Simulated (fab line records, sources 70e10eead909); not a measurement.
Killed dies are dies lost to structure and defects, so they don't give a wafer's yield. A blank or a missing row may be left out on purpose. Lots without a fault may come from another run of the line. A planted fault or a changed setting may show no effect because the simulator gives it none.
Problem report in the 8D (eight disciplines) form, filled by code | flow nand_harc | the parts of the form that need people (team, actions taken, sign-off) are left out

1. THE PROBLEM
killed_at_periphery at NHARC_END_SORT_01 reads a mean of 48.0 on 1 wafer of 1 lot; wafers without a fault read 3.8 with a standard deviation of 2.4. That is +18 standard deviations from the usual mean.
First seen on wafer L102.3, day 32 12:19, on prober-01. The record holds 1 wafer of 1 lot with a number at this step. Rule for "out", or "out of limits": more than 4 standard deviations from the usual mean. The other wafers with a number count as sound.

2. WHAT IT IS AND WHAT IT IS NOT
question                    | is                     | is not
which readings at this step | killed_at_periphery    | killed_at_array, killed_at_other, killed_dies, killed_open, killed_short
which lots                  | L102                   | -
which wafers of those lots  | all that have a number | -
read on which gauges        | prober-01              | -
when                        | from day 32 12:19      | up to then (0 sound wafers)

3. SUSPECTS, AND WHAT RULES EACH OUT
Counting: a tool at a process step up to the reading stays a suspect if it ran every lot that is out and no sound lot after the first of them.
- the gauge at NHARC_END_SORT_01: kept. All the wafers that are out were read on prober-01, and no step on other tools shows them out.
- rie_diel-01 at NHARC_P_GATE_STRIP_101 (strips in O2, time 20 s): kept. It ran the lot that is out, L102 (day 11 17:04), and no sound lot after that.
- rie_diel-01 at NHARC_P_GATE_DESCUM_61 (chemistry O2, time 3 s): kept. It ran the lot that is out, L102 (day 11 19:56), and no sound lot after that.
- rtp_anneal-01 at NHARC_P_GATE_RTA_64 (time 1 s): kept. It ran the lot that is out, L102 (day 11 23:37), and no sound lot after that.
- rie_diel-12 at NHARC_P_CONTACT_DESCUM_17 (chemistry O2, time 3 s): kept. It ran the lot that is out, L102 (day 12 04:19), and no sound lot after that.
Left after counting: rie_diel-01 at NHARC_P_GATE_STRIP_101, rie_diel-01 at NHARC_P_GATE_DESCUM_61, rtp_anneal-01 at NHARC_P_GATE_RTA_64, rie_diel-12 at NHARC_P_CONTACT_DESCUM_17, prober-01 at NHARC_END_SORT_01.

4. THE CAUSE (what the simulator had put in)
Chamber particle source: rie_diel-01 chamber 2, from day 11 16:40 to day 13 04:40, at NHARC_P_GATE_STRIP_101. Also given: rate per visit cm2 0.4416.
Counting left 5 suspects, and this tool is among them.

5. THE CHAIN OF EFFECTS, in route order
Each row: a reading whose mean over the struck wafers that have a number lies more than 3 standard deviations from the usual. Only readings for which the record gives a usual standard deviation are gone through. hours: the time from each lot's start at the first step in this table that gives one to its start at this step, as a median over the lots. sigmas: the change in usual standard deviations.
hours | step                    | reading             | usual | on struck wafers | change | sigmas
0     | NHARC_P_GATE_INSPECT_68 | raw_defect_count    | 201   | 418              | +217   | +3.2
492   | NHARC_END_SORT_01       | killed_at_periphery | 3.8   | 48.0             | +44.2  | +18

6. WHAT WOULD HAVE CAUGHT IT SOONER
In this record the first reading out of limits at a measuring or inspecting step was taken at day 32 12:19, 500 hours after the fault began at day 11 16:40.
Of the tool readings at NHARC_P_GATE_STRIP_101 for which the record gives a usual standard deviation, none was out on any struck wafer, so an alarm limit of 4 standard deviations on them would not have fired.
All the lots that are out (1) had begun NHARC_P_GATE_STRIP_101 on rie_diel-01 by day 32 12:19. A hold on the tool at that time would have spared none of them.
